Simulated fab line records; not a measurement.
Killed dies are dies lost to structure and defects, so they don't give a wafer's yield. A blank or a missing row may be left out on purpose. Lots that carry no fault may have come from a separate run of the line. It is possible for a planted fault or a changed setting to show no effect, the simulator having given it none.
fab line records	flow nandHarc
[record] lots = 24	wafers = 72	lastDay = 33
route steps=1302 shown A_BONDPAD@1215 THIN_TSV@1259
lots with no fault: from the same line, run without faults
startH: hours from the record's opening day to when the first of the lot's shown wafers began	waitH: time in hours since the lot's previous step	" as in the row above	L1.1+2: a row that stands for several wafers	- no value, or no start given	* or withheld: withheld	< > ~ a bound
route shown NAME@n: a module of which the file shows steps, and the number in the route of the first	usual: mean/standard deviation of fault-free wafers	same: alike in all rows	chamber/n: place in a boat	sites: per-site readings	_std_site: how widely they spread, as a standard deviation	_edge_site: inner sites' mean taken away from outer sites' mean	radiusMm: how far each site lies from the wafer's centre	mask NAME#n: copy n	behind: the last tool/chamber to shape the wafer	hold: why the lot went on hold/how many hours it stayed there/how the hold came to an end	device: transistor that didn't switch, given as n, p or np	end of line: the route-end tests of the same wafers	a step without rows: its recipe alone	killed: not the wafer's yield, but the dies lost to structure and defects at the first sort	map: per-die view of a wafer (x killed, . not killed, _ where there is no die)
set.NAME: the run value of the setting; set.NAME@STEP: its run value at that earlier step	model.NAME: the simulator's own value behind a step, which no gauge read
one table for each step of the route and one row for each wafer, over a sample of lots
services: the hour from which a tool's chamber was out of use, counted from the record's first day as startH (under 0 if before that day), plus the number of hours and why
[[steps]]
[step NHARC_A_BONDPAD_CD_MEAS_09]
[recipe] targetCdNm = 500	landingEnergyEv = 500
[usual] cdNm = 500.2/1.5
lot.wafer	tool	chamber	startH	waitH	cdNm
L074.4	cdSem-03	0	531.55	-	498.7
L074.5	"	0	"	"	497.9
L074.6	"	0	"	"	498.4
L076.2	cdSem-01	0	547.26	-	500.3
L076.4	"	0	"	"	499.0
L076.6	"	0	"	"	500.3
L075.1	cdSem-02	0	551.53	-	501.6
L075.2	"	0	"	"	499.3
L075.6	"	0	"	"	499.6
L077.1	cdSem-03	0	557.98	-	502.5
L077.4	"	0	"	"	502.1
L077.6	"	0	"	"	500.8
L078.2	cdSem-03	0	558.97	-	499.6
L078.3	"	0	"	"	499.6
L078.4	"	0	"	"	497.3
L079.2	cdSem-03	0	573.04	-	499.6
L079.4	"	0	"	"	497.8
L079.6	"	0	"	"	501.5
L080.2	cdSem-01	0	590.26	-	501.2
L080.5	"	0	"	"	502.7
L080.6	"	0	"	"	500.6
L081.1	cdSem-02	0	599.77	-	500.1
L081.5	"	0	"	"	501.1
L081.6	"	0	"	"	503.7
L082.1	cdSem-03	0	602.88	-	503.1
L082.4	"	0	"	"	504.5
L082.6	"	0	"	"	500.9
L085.2	cdSem-02	0	643.70	-	500.6
L085.4	"	0	"	"	498.2
L085.5	"	0	"	"	501.0
L083.2	cdSem-02	0	647.69	-	501.0
L083.3	"	0	"	"	502.5
L083.4	"	0	"	"	498.1
L086.1	cdSem-01	0	649.03	-	497.7
L086.5	"	0	"	"	498.7
L086.6	"	0	"	"	498.0
L084.1	cdSem-02	0	650.57	-	501.6
L084.3	"	0	"	"	499.2
L084.5	"	0	"	"	499.5
L087.1	cdSem-03	0	669.53	-	502.9
L087.3	"	0	"	"	499.2
L087.5	"	0	"	"	499.2
L088.2	cdSem-03	0	673.92	-	500.8
L088.4	"	0	"	"	500.6
L088.6	"	0	"	"	503.1
L089.2	cdSem-01	0	683.69	-	499.5
L089.3	"	0	"	"	497.6
L089.6	"	0	"	"	498.8
L091.2	cdSem-02	0	688.39	-	498.3
L091.3	"	0	"	"	500.3
L091.4	"	0	"	"	498.9
L090.1	cdSem-02	0	689.44	-	500.1
L090.4	"	0	"	"	502.0
L090.5	"	0	"	"	500.1
L094.1	cdSem-03	0	723.64	-	499.0
L094.4	"	0	"	"	499.6
L094.5	"	0	"	"	500.3
L093.2	cdSem-02	0	725.25	-	499.3
L093.3	"	0	"	"	499.2
L093.6	"	0	"	"	499.3
L092.4	cdSem-01	0	728.47	-	498.8
L092.5	"	0	"	"	500.2
L092.6	"	0	"	"	498.9
L095.1	cdSem-03	0	737.05	-	500.7
L095.3	"	0	"	"	500.1
L095.4	"	0	"	"	502.5
L096.1	cdSem-02	0	745.10	-	499.2
L096.3	"	0	"	"	498.8
L096.6	"	0	"	"	498.5
L097.2	cdSem-01	0	755.42	-	501.3
L097.4	"	0	"	"	501.0
L097.5	"	0	"	"	499.1
[step NHARC_A_BONDPAD_DESCUM_11]
[recipe] timeS = 3	o2FlowSccm = 200	arFlowSccm = 0	biasPowerW = 0	chemistry = O2
[usual] chamberPressureMTorr = 60.00/0.05	drypumpMotorCurrentA = 5.5/0.38	oesProductAu = 0.993/0.011	rfVppV = 57.8/0.95	showerheadPlenumPTorr = 1.92/0.11	throttleValvePct = 11.310/0.0096
lot.wafer	tool	chamber	startH	waitH	chamberPressureMTorr	drypumpMotorCurrentA	oesProductAu	rfHoursCounterH	rfVppV	showerheadPlenumPTorr	throttleValvePct
L074.4	rieDiel-03	0	531.77	-	59.93	5.2	0.986	2	60.2	2.02	11.301
L074.5	"	2	"	"	59.96	5.1	0.988	-	58.8	2.05	11.313
L074.6	"	3	"	"	60.04	5.6	0.988	-	58.9	1.81	11.320
L076.4	rieDiel-03	2	547.48	-	59.98	5.2	0.975	3	58.2	2.05	11.312
L076.2	"	0	"	"	60.00	5.2	0.990	3	58.6	2.02	11.304
L076.6	"	1	"	"	59.97	6.0	0.982	-	57.5	1.80	11.303
L075.1	rieDiel-03	1	551.75	-	59.96	6.0	0.979	3	57.6	1.80	11.304
L075.2	"	3	"	"	60.05	5.6	0.992	3	56.8	1.81	11.325
L075.6	"	0	"	"	60.03	5.2	0.983	-	58.6	2.02	11.313
L077.4	rieDiel-03	2	558.20	-	60.05	5.2	0.980	3	59.8	2.05	11.296
L077.1	"	3	"	"	60.07	5.6	0.997	3	57.6	1.81	11.311
L077.6	"	1	"	"	59.95	6.1	0.988	-	57.3	1.80	11.309
L078.4	rieDiel-03	1	559.18	-	59.92	6.1	0.991	3	57.1	1.80	11.324
L078.3	"	2	"	"	59.93	5.2	0.977	3	58.6	2.05	11.316
L078.2	"	0	"	"	59.99	5.2	0.997	3	58.1	2.02	11.305
L079.2	rieDiel-03	1	573.25	-	60.05	6.1	0.976	3	57.0	1.80	11.307
L079.4	"	3	"	"	60.00	5.6	0.998	3	56.9	1.81	11.323
L079.6	"	1	"	"	60.05	6.1	0.976	-	57.3	1.80	11.300
L080.2	rieDiel-03	2	590.49	-	60.03	5.2	0.992	4	58.0	2.05	11.289
L080.6	"	0	"	"	59.99	5.2	0.994	-	57.9	2.02	11.313
L080.5	"	1	"	"	59.97	6.1	1.000	-	58.2	1.80	11.313
L081.1	rieDiel-03	3	600.01	-	60.02	5.6	0.998	4	56.3	1.81	11.332
L081.6	"	0	"	"	60.01	5.2	0.984	-	57.8	2.02	11.301
L081.5	"	1	"	"	60.06	6.0	0.982	-	56.8	1.80	11.317
L082.4	rieDiel-03	2	603.09	-	59.97	5.2	0.997	4	57.5	2.05	11.310
L082.1	"	1	"	"	59.98	6.0	0.988	4	57.5	1.80	11.314
L082.6	"	3	"	"	60.05	5.6	1.006	-	56.9	1.81	11.294
L085.4	rieDiel-04	0	643.92	-	60.00	6.1	0.987	36	57.7	1.96	11.304
L085.2	"	1	"	"	60.04	4.8	1.001	33	60.0	1.99	11.312
L085.5	"	3	"	"	59.95	6.4	0.993	-	57.2	1.83	11.314
L083.4	rieDiel-03	0	647.91	-	59.99	5.2	0.994	0	59.6	2.02	11.329
L083.2	"	1	"	"	60.04	6.1	0.995	0	56.4	1.80	11.298
L083.3	"	3	"	"	60.01	5.6	1.002	0	56.7	1.81	11.318
L086.1	rieDiel-11	2	649.26	-	60.01	5.2	0.985	5	56.8	1.97	11.314
L086.6	"	0	"	"	59.96	6.0	0.997	-	56.7	2.03	11.328
L086.5	"	1	"	"	59.98	5.8	0.981	-	58.7	1.83	11.290
L084.3	rieDiel-03	2	650.78	-	59.96	5.2	0.986	1	56.9	2.05	11.309
L084.1	"	1	"	"	59.98	6.1	1.003	1	58.7	1.80	11.315
L084.5	"	2	"	"	60.06	5.2	0.984	-	57.5	2.05	11.294
L087.1	rieDiel-11	3	669.76	-	59.93	5.4	1.020	7	57.6	1.98	11.297
L087.3	"	0	"	"	60.05	6.0	0.997	10	57.4	2.03	11.307
L087.5	"	2	"	"	60.00	5.2	0.988	-	58.0	1.97	11.306
L088.2	rieDiel-03	1	674.16	-	59.96	6.1	0.988	1	57.4	1.80	11.313
L088.4	"	3	"	"	59.97	5.6	1.012	1	57.9	1.81	11.299
L088.6	"	0	"	"	59.91	5.2	0.999	-	57.5	2.02	11.323
L089.2	rieDiel-03	3	683.99	-	60.00	5.6	0.994	1	57.8	1.81	11.307
L089.3	"	0	"	"	59.93	5.2	0.983	1	57.9	2.02	11.320
L089.6	"	0	"	"	59.93	5.2	0.978	-	58.6	2.02	11.312
L091.2	rieDiel-03	3	688.60	-	60.03	5.6	1.006	1	57.0	1.81	11.293
L091.4	"	1	"	"	60.04	6.1	0.991	1	58.2	1.80	11.315
L091.3	"	2	"	"	60.05	5.2	0.978	1	57.7	2.05	11.321
L090.4	rieDiel-03	0	689.65	-	60.01	5.2	0.989	1	59.2	2.02	11.290
L090.1	"	3	"	"	59.97	5.6	1.000	1	56.4	1.81	11.312
L090.5	"	0	"	"	60.02	5.2	0.992	-	56.0	2.01	11.320
L094.1	rieDiel-03	2	723.85	-	60.03	5.2	0.986	2	58.5	2.05	11.316
L094.4	"	0	"	"	60.03	5.2	0.991	2	56.7	2.01	11.303
L094.5	"	2	"	"	60.00	5.2	0.978	-	59.2	2.05	11.310
L093.3	rieDiel-03	2	725.47	-	59.99	5.2	0.993	2	57.4	2.05	11.324
L093.2	"	3	"	"	59.97	5.6	1.019	2	58.2	1.81	11.291
L093.6	"	2	"	"	59.96	5.2	0.988	-	57.8	2.05	11.308
L092.4	rieDiel-03	2	728.69	-	60.00	5.1	0.982	2	59.0	2.05	11.327
L092.6	"	0	"	"	60.09	5.2	0.998	-	58.1	2.01	11.312
L092.5	"	1	"	"	60.01	6.0	0.998	-	56.5	1.80	11.301
L095.4	rieDiel-03	2	737.27	-	60.00	5.2	0.990	2	58.8	2.05	11.291
L095.1	"	3	"	"	59.86	5.6	1.006	2	57.2	1.81	11.310
L095.3	"	0	"	"	59.98	5.2	1.001	2	58.0	2.01	11.308
L096.1	rieDiel-03	3	745.32	-	60.06	5.6	1.005	3	56.1	1.81	11.308
L096.3	"	1	"	"	60.00	6.1	0.991	3	57.1	1.80	11.307
L096.6	"	3	"	"	60.10	5.6	1.014	-	58.2	1.81	11.302
L097.4	rieDiel-03	0	755.64	-	59.98	5.2	1.010	4	59.1	2.01	11.319
L097.2	"	1	"	"	60.05	6.1	1.008	3	56.6	1.80	11.298
L097.5	"	2	"	"	60.03	5.2	0.995	-	59.2	2.05	11.308
[step NHARC_A_BONDPAD_PVD_27]
[recipe] targetThkA = 300	chamberPressurePa = 5	powerW = 5000	substrateTempC = 30	timeS = 20.49	material = Cu
[usual] throttleValvePct = 30.3/0.98
lot.wafer	tool	chamber	startH	waitH	throttleValvePct
L074.4	pvdSputter-02	-	-	-	30.4
L074.6	"	-	"	"	28.8
L074.5	"	-	"	"	30.3
L076.4	pvdSputter-03	-	-	-	30.0
L076.2	"	-	"	"	29.4
L076.6	"	-	"	"	29.3
L075.2	pvdSputter-03	-	-	-	29.7
L075.1	"	-	"	"	31.4
L075.6	"	-	"	"	31.9
L077.4	pvdSputter-03	-	-	-	32.0
L077.1	"	-	"	"	29.7
L077.6	"	-	"	"	31.9
L078.4	pvdSputter-03	-	-	-	29.3
L078.3	"	-	"	"	31.3
L078.2	"	-	"	"	29.5
L079.4	pvdSputter-02	-	-	-	28.6
L079.2	"	-	"	"	29.2
L079.6	"	-	"	"	30.6
L080.2	pvdSputter-02	-	-	-	29.2
L080.6	"	-	"	"	30.6
L080.5	"	-	"	"	30.3
L081.1	pvdSputter-03	-	-	-	29.4
L081.6	"	-	"	"	31.4
L081.5	"	-	"	"	32.0
L082.1	pvdSputter-03	-	-	-	29.6
L082.4	"	-	"	"	29.5
L082.6	"	-	"	"	29.5
L085.2	pvdSputter-03	-	-	-	29.3
L085.4	"	-	"	"	29.2
L085.5	"	-	"	"	31.2
L083.2	pvdSputter-02	-	-	-	29.8
L083.4	"	-	"	"	30.6
L083.3	"	-	"	"	30.4
L086.1	pvdSputter-02	-	-	-	30.7
L086.5	"	-	"	"	30.5
L086.6	"	-	"	"	29.9
L084.3	pvdSputter-03	-	-	-	31.4
L084.1	"	-	"	"	29.7
L084.5	"	-	"	"	29.3
L087.1	pvdSputter-02	-	-	-	29.8
L087.3	"	-	"	"	30.1
L087.5	"	-	"	"	30.3
L088.2	pvdSputter-02	-	-	-	30.7
L088.4	"	-	"	"	29.9
L088.6	"	-	"	"	30.3
L089.3	pvdSputter-03	-	685.35	0.2	31.3
L089.2	"	-	"	"	32.0
L089.6	"	-	"	"	29.2
L091.2	pvdSputter-03	-	689.93	0.1	29.3
L091.4	"	-	"	"	32.2
L091.3	"	-	"	"	29.6
L090.1	pvdSputter-01	-	-	-	32.2
L090.4	"	-	"	"	29.2
L090.5	"	-	"	"	29.3
L094.4	pvdSputter-03	-	-	-	30.0
L094.1	"	-	"	"	29.2
L094.5	"	-	"	"	29.9
L093.3	pvdSputter-03	-	-	-	29.4
L093.2	"	-	"	"	29.8
L093.6	"	-	"	"	30.0
L092.4	pvdSputter-01	-	-	-	28.9
L092.6	"	-	"	"	29.4
L092.5	"	-	"	"	32.3
L095.1	pvdSputter-03	-	-	-	29.8
L095.4	"	-	"	"	31.5
L095.3	"	-	"	"	30.0
L096.1	pvdSputter-03	-	-	-	30.2
L096.3	"	-	"	"	29.3
L096.6	"	-	"	"	30.3
L097.2	pvdSputter-02	-	-	-	30.4
L097.4	"	-	"	"	30.2
L097.5	"	-	"	"	29.8
[step NHARC_THIN_TSV_CD_MEAS_12]
[recipe] targetCdNm = 1000	landingEnergyEv = 500
[usual] cdNm = 999.4/2.6
lot.wafer	tool	chamber	startH	waitH	cdNm
L074.4	cdSem-03	0	549.91	-	1000.1
L074.5	"	0	"	"	998.1
L074.6	"	0	"	"	996.9
L076.2	cdSem-03	0	562.32	-	1002.1
L076.4	"	0	"	"	1000.1
L076.6	"	0	"	"	1001.7
L075.1	cdSem-02	0	566.58	-	999.6
L075.2	"	0	"	"	1003.3
L075.6	"	0	"	"	1004.3
L077.1	cdSem-03	0	573.50	-	998.1
L077.4	"	0	"	"	997.3
L077.6	"	0	"	"	1000.2
L078.2	cdSem-01	0	574.64	-	1002.0
L078.3	"	0	"	"	1002.1
L078.4	"	0	"	"	1002.6
L079.2	cdSem-02	0	591.02	-	992.7
L079.4	"	0	"	"	993.7
L079.6	"	0	"	"	996.6
L080.2	cdSem-01	0	608.01	-	996.4
L080.5	"	0	"	"	995.4
L080.6	"	0	"	"	995.4
L081.1	cdSem-01	0	615.12	-	996.8
L081.5	"	0	"	"	998.6
L081.6	"	0	"	"	998.1
L082.1	cdSem-02	0	616.46	-	1000.4
L082.4	"	0	"	"	1003.0
L082.6	"	0	"	"	999.9
L085.2	cdSem-01	0	658.66	-	1001.4
L085.4	"	0	"	"	1000.6
L085.5	"	0	"	"	1002.1
L083.2	cdSem-02	0	665.58	-	1001.8
L083.3	"	0	"	"	999.3
L083.4	"	0	"	"	1004.8
L086.1	cdSem-03	0	666.89	-	1001.3
L086.5	"	0	"	"	1001.2
L086.6	"	0	"	"	1002.9
L084.1	cdSem-03	0	668.11	-	1004.0
L084.3	"	0	"	"	1004.0
L084.5	"	0	"	"	1004.5
L087.1	cdSem-02	0	686.39	-	997.8
L087.3	"	0	"	"	1001.8
L087.5	"	0	"	"	998.1
L088.2	cdSem-03	0	687.63	-	996.4
L088.4	"	0	"	"	997.5
L088.6	"	0	"	"	998.5
L089.2	cdSem-03	0	699.26	-	998.7
L089.3	"	0	"	"	999.3
L089.6	"	0	"	"	999.9
L090.1	cdSem-01	0	707.05	-	997.9
L090.4	"	0	"	"	998.5
L090.5	"	0	"	"	999.4
L091.2	cdSem-01	0	708.25	-	998.8
L091.3	"	0	"	"	1001.6
L091.4	"	0	"	"	999.2
L094.1	cdSem-03	0	738.77	-	995.8
L094.4	"	0	"	"	995.1
L094.5	"	0	"	"	999.6
L093.2	cdSem-03	0	747.97	-	997.4
L093.3	"	0	"	"	996.9
L093.6	"	0	"	"	999.3
L092.4	cdSem-01	0	749.17	-	996.9
L092.5	"	0	"	"	998.6
L092.6	"	0	"	"	997.0
L095.1	cdSem-01	0	755.90	-	999.8
L095.3	"	0	"	"	1002.0
L095.4	"	0	"	"	999.8
L096.1	cdSem-02	0	761.73	-	995.6
L096.3	"	0	"	"	996.5
L096.6	"	0	"	"	996.3
L097.2	cdSem-01	0	773.08	-	999.4
L097.4	"	0	"	"	997.9
L097.5	"	0	"	"	996.9
[step NHARC_THIN_TSV_ETCH_44]
[recipe] targetDepthA = 15942	timeS = 797.1	cf4FlowSccm = 150	o2FlowSccm = 10	arFlowSccm = 0	rfW = 300	biasW = 800	chemistry = CF4/O2
[usual] chamberPressureMTorr = 30.00/0.032	drypumpMotorCurrentA = 5.7/0.47	oesProductAu = 0.999/0.01	rfVppV = 794/4.9	showerheadPlenumPTorr = 1.83/0.078	throttleValvePct = 16.914/0.0093
lot.wafer	tool	chamber	startH	waitH	chamberPressureMTorr	drypumpMotorCurrentA	oesProductAu	rfHoursCounterH	rfVppV	showerheadPlenumPTorr	throttleValvePct
L074.4	rieDiel-05	2	550.16	0.1	29.99	5.3	1.004	9	788	1.73	16.918
L074.5	"	2	"	"	30.02	5.2	1.007	-	787	1.73	16.903
L074.6	"	3	"	"	29.99	6.0	1.004	-	801	1.92	16.911
L076.2	rieDiel-06	3	562.56	0.1	29.97	5.7	0.981	3	797	1.90	16.895
L076.4	"	0	"	"	30.03	5.7	1.004	3	795	1.83	16.919
L076.6	"	0	"	"	29.95	5.7	1.007	-	795	1.83	16.906
L075.2	rieDiel-05	2	566.82	0.1	29.98	5.3	1.010	11	788	1.73	16.915
L075.1	"	1	"	"	29.94	5.9	1.012	10	791	1.75	16.907
L075.6	"	2	"	"	29.95	5.3	1.006	-	789	1.73	16.933
L077.1	rieDiel-05	3	573.92	0.2	30.05	6.0	1.011	12	799	1.92	16.925
L077.4	"	1	"	"	30.02	5.9	1.022	-	791	1.75	16.903
L077.6	"	2	"	"	30.02	5.3	1.012	-	789	1.73	16.922
L078.4	rieDiel-06	0	574.89	0.1	29.95	5.6	1.011	4	794	1.83	16.888
L078.2	"	1	"	"	30.04	5.4	0.992	4	800	1.92	16.932
L078.3	"	3	"	"	30.02	5.8	0.989	4	800	1.90	16.901
L079.2	rieDiel-07	1	591.27	0.1	30.00	4.7	1.000	5	800	1.92	16.907
L079.4	"	3	"	"	29.96	6.2	0.985	8	797	1.85	16.918
L079.6	"	1	"	"	29.97	4.7	0.997	-	801	1.92	16.913
L080.2	rieDiel-06	3	608.25	0.1	30.00	5.8	0.995	5	798	1.90	16.926
L080.6	"	3	"	"	29.95	5.8	0.984	-	799	1.90	16.910
L080.5	"	0	"	"	30.02	5.7	1.003	-	794	1.83	16.918
L081.1	rieDiel-05	0	615.42	0.1	29.95	5.0	1.016	1	788	1.73	16.888
L081.5	"	3	"	"	30.01	6.0	1.024	-	799	1.91	16.904
L081.6	"	0	"	"	30.03	5.0	1.006	-	789	1.73	16.907
L082.1	rieDiel-06	1	616.72	0.1	30.04	5.5	0.999	6	799	1.92	16.911
L082.4	"	1	"	"	29.99	5.4	1.003	-	800	1.92	16.900
L082.6	"	0	"	"	30.07	5.7	1.015	-	795	1.83	16.915
L085.2	rieDiel-05	0	658.90	0.1	29.99	5.0	1.014	4	788	1.73	16.923
L085.4	"	3	"	"	29.98	6.1	1.012	4	800	1.91	16.922
L085.5	"	1	"	"	29.99	6.0	1.016	-	789	1.75	16.910
L083.3	rieDiel-07	3	665.82	0.1	30.01	6.3	1.009	1	796	1.85	16.909
L083.2	"	0	"	"	30.03	5.5	0.991	1	793	1.80	16.913
L083.4	"	2	"	"	30.01	5.9	0.998	1	801	1.93	16.908
L086.1	rieDiel-05	3	667.20	0.1	30.02	6.0	1.012	4	800	1.91	16.919
L086.6	"	2	"	"	29.96	5.3	1.009	-	787	1.73	16.923
L086.5	"	3	"	"	30.04	6.1	1.001	-	799	1.91	16.912
L084.3	rieDiel-05	0	668.36	0.1	30.00	5.0	1.004	5	787	1.73	16.926
L084.1	"	1	"	"	30.01	5.9	1.003	4	790	1.75	16.934
L084.5	"	0	"	"	30.03	5.0	0.991	-	787	1.73	16.919
L087.1	rieDiel-06	3	686.63	0.1	29.97	5.8	0.989	1	799	1.90	16.916
L087.3	"	1	"	"	30.02	5.4	0.988	1	799	1.92	16.921
L087.5	"	0	"	"	30.00	5.7	0.995	-	795	1.83	16.911
L088.2	rieDiel-07	2	687.97	0.1	30.05	5.9	0.992	2	799	1.93	16.915
L088.6	"	0	"	"	30.06	5.5	0.985	-	791	1.80	16.915
L088.4	"	2	"	"	29.98	5.9	0.988	-	799	1.93	16.915
L089.2	rieDiel-05	2	699.61	0.2	29.93	5.3	0.987	7	790	1.73	16.913
L089.3	"	3	"	"	30.00	6.1	0.999	6	799	1.91	16.913
L089.6	"	1	"	"	30.03	5.9	1.006	-	789	1.75	16.906
L090.1	rieDiel-07	1	707.36	0.1	30.02	4.7	0.992	3	799	1.92	16.914
L090.4	"	2	"	"	29.94	5.9	0.996	4	800	1.93	16.913
L090.5	"	1	"	"	29.99	4.7	0.988	-	799	1.92	16.917
L091.4	rieDiel-05	2	708.49	0.1	29.99	5.3	0.998	7	788	1.73	16.915
L091.3	"	0	"	"	30.00	5.0	1.010	9	786	1.73	16.915
L091.2	"	1	"	"	30.02	5.9	1.001	8	788	1.75	16.915
L094.4	rieDiel-05	2	739.01	0.1	30.00	5.2	0.990	10	788	1.73	16.919
L094.1	"	1	"	"	30.02	5.9	1.011	10	790	1.75	16.904
L094.5	"	2	"	"	30.04	5.2	1.004	-	788	1.73	16.917
L093.3	rieDiel-06	0	748.21	0.1	30.01	5.7	0.988	4	796	1.83	16.916
L093.2	"	1	"	"	30.01	5.5	0.982	4	799	1.92	16.918
L093.6	"	0	"	"	30.01	5.7	0.989	-	794	1.83	16.906
L092.4	rieDiel-05	3	749.46	0.1	30.02	6.0	1.000	10	798	1.91	16.930
L092.6	"	2	"	"	30.00	5.3	0.994	-	788	1.73	16.924
L092.5	"	3	"	"	29.99	6.1	1.003	-	801	1.91	16.919
L095.1	rieDiel-07	0	756.14	0.1	30.00	5.5	0.992	7	791	1.80	16.921
L095.3	"	3	"	"	30.03	6.3	1.001	5	796	1.85	16.920
L095.4	"	0	"	"	30.06	5.5	0.997	-	791	1.80	16.898
L096.1	rieDiel-06	2	761.98	0.1	29.91	6.7	0.988	4	791	1.78	16.931
L096.3	"	0	"	"	30.03	5.7	1.000	5	796	1.83	16.907
L096.6	"	3	"	"	29.96	5.8	0.993	-	798	1.90	16.902
L097.2	rieDiel-05	3	773.33	0.1	30.04	6.0	1.003	0	800	1.91	16.913
L097.4	"	2	"	"	29.97	5.2	1.005	0	788	1.73	16.926
L097.5	"	3	"	"	30.03	6.0	0.989	-	799	1.91	16.909
[step NHARC_THIN_TSV_CD_MEAS_37]
[usual] cdNm = 5000/3.5
lot.wafer	tool	chamber	startH	waitH	cdNm
L074.4	cdSem-02	-	557.26	-	4997
L074.5	"	-	"	"	4997
L074.6	"	-	"	"	4995
L076.2	cdSem-03	-	569.64	-	5004
L076.4	"	-	"	"	5001
L076.6	"	-	"	"	5003
L075.1	cdSem-01	-	573.81	-	4997
L075.2	"	-	"	"	5002
L075.6	"	-	"	"	5004
L077.1	cdSem-01	-	581.06	-	4996
L077.4	"	-	"	"	5000
L077.6	"	-	"	"	5001
L078.2	cdSem-03	-	581.96	-	5004
L078.3	"	-	"	"	5003
L078.4	"	-	"	"	5003
L079.2	cdSem-02	-	598.24	-	4998
L079.4	"	-	"	"	4999
L079.6	"	-	"	"	4997
L080.2	cdSem-03	-	615.39	-	4996
L080.5	"	-	"	"	4994
L080.6	"	-	"	"	4995
L081.1	cdSem-02	-	622.49	-	4999
L081.5	"	-	"	"	5001
L081.6	"	-	"	"	5001
L082.1	cdSem-01	-	623.91	-	5002
L082.4	"	-	"	"	5003
L082.6	"	-	"	"	5000
L085.2	cdSem-03	-	665.98	-	5006
L085.4	"	-	"	"	5004
L085.5	"	-	"	"	5004
L083.2	cdSem-02	-	672.98	-	5007
L083.3	"	-	"	"	4998
L083.4	"	-	"	"	5007
L086.1	cdSem-01	-	674.69	-	5000
L086.5	"	-	"	"	5000
L086.6	"	-	"	"	5001
L084.1	cdSem-02	-	676.12	-	5002
L084.3	"	-	"	"	5004
L084.5	"	-	"	"	5005
L087.1	cdSem-02	-	693.82	-	4997
L087.3	"	-	"	"	5005
L087.5	"	-	"	"	5003
L088.2	cdSem-01	-	696.05	-	4995
L088.4	"	-	"	"	4998
L088.6	"	-	"	"	4999
L089.2	cdSem-02	-	706.68	-	4999
L089.3	"	-	"	"	5001
L089.6	"	-	"	"	4998
L090.1	cdSem-02	-	714.29	-	4994
L090.4	"	-	"	"	5001
L090.5	"	-	"	"	4998
L091.2	cdSem-02	-	715.62	-	5000
L091.3	"	-	"	"	5003
L091.4	"	-	"	"	5002
L094.1	cdSem-03	-	746.14	-	4992
L094.4	"	-	"	"	4995
L094.5	"	-	"	"	5000
L093.2	cdSem-01	-	755.32	-	4999
L093.3	"	-	"	"	4996
L093.6	"	-	"	"	4999
L092.4	cdSem-02	-	756.54	-	5000
L092.5	"	-	"	"	5003
L092.6	"	-	"	"	5000
L095.1	cdSem-01	-	763.41	-	5001
L095.3	"	-	"	"	5004
L095.4	"	-	"	"	5002
L096.1	cdSem-03	-	769.07	-	4998
L096.3	"	-	"	"	4999
L096.6	"	-	"	"	4999
L097.2	cdSem-01	-	780.48	-	4998
L097.4	"	-	"	"	4997
L097.5	"	-	"	"	4995
[[services]]
tool	chamber	startH	hours	kind
pvdSputter-03	-	526.02	10.0	pm
rieDiel-07	-	545.23	0.9	repair
rieDiel-06	1	571.26	2.4	repair
rieDiel-05	0	571.64	6.3	repair
rieDiel-07	-	575.47	1.3	repair
pvdSputter-03	-	576.19	3.6	repair
rieDiel-05	-	583.60	9.0	pm
rieDiel-05	-	602.54	0.4	repair
rieDiel-06	3	615.60	3.8	repair
rieDiel-03	2	627.61	6.7	repair
rieDiel-03	-	635.30	9.0	pm
rieDiel-06	2	636.67	9.8	repair
pvdSputter-02	-	638.00	10.0	pm
rieDiel-05	1	638.40	4.0	repair
rieDiel-07	-	648.20	9.0	pm
rieDiel-06	-	661.20	9.0	pm
rieDiel-06	0	673.47	3.9	repair
rieDiel-05	3	681.41	13.1	repair
pvdSputter-03	-	704.02	10.0	pm
rieDiel-03	3	746.39	2.9	repair
pvdSputter-02	-	746.58	6.9	repair
rieDiel-03	-	756.74	3.6	repair
rieDiel-05	-	760.60	9.0	pm
rieDiel-06	2	766.93	9.6	repair
[[key]]
fault none
